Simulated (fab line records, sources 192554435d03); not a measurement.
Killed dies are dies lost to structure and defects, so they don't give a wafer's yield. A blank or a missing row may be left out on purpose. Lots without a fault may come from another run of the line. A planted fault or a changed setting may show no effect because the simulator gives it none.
Chamber matching | flow n5_finfet | N5_MOL_CONTACT_COAG_ETCH_48 on rie_diel-05: 4 sister chambers
The step etches SiOC in C4F6/O2, target depth 15 nm, overetch 4.5 nm, time 17 s. 8 wafers are shown with their chamber, then 12 later ones without.

WAFERS WITH THEIR CHAMBER
wafer  | chamber | rf_vpp_V (V) | showerhead_plenum_p_Torr (Torr)
L080.3 | 0       | 1544         | 2.77
L081.5 | 1       | 1528         | 2.76
L083.4 | 1       | 1527         | 2.76
L086.3 | 3       | 1597         | 3.00
L086.6 | 3       | 1599         | 3.00
L088.2 | 2       | 1620         | 3.02
L088.3 | 0       | 1542         | 2.76
L088.5 | 2       | 1621         | 3.02

WAFERS WITHOUT THEIR CHAMBER
wafer  | rf_vpp_V (V) | showerhead_plenum_p_Torr (Torr)
L092.3 | 1543         | 2.76
L092.4 | 1619         | 3.02
L092.6 | 1543         | 2.76
L095.2 | 1618         | 3.01
L095.3 | 1543         | 2.76
L095.4 | 1527         | 2.75
L096.2 | 1620         | 3.01
L096.3 | 1542         | 2.76
L096.4 | 1529         | 2.74
L097.2 | 1544         | 2.76
L097.4 | 1619         | 3.01
L097.5 | 1598         | 2.99

WHICH CHAMBER EACH WENT THROUGH
wafer  | from the rows above | in truth
L092.3 | 0                   | 0
L092.4 | 2                   | 2
L092.6 | 0                   | 0
L095.2 | 2                   | 2
L095.3 | 0                   | 0
L095.4 | 1                   | 1
L096.2 | 2                   | 2
L096.3 | 0                   | 0
L096.4 | 1                   | 1
L097.2 | 0                   | 0
L097.4 | 2                   | 2
L097.5 | 3                   | 3
Placed correctly: 12 of 12. Can't be placed from these rows: 0. Placed wrongly: 0.
How it was worked out, from the rows above alone: a wafer's distance from a chamber is the root of the sum, over the readings, of the square of ((its reading less the chamber's mean) divided by the reading's scatter). The wafer belongs to the nearest chamber; if the next one is less than 2 further off, it can't be placed. A chamber's mean is the mean of its shown wafers. The scatter: the root of (the sum of the squares of (reading less its chamber's mean) over the shown wafers, divided by (wafers less chambers)).
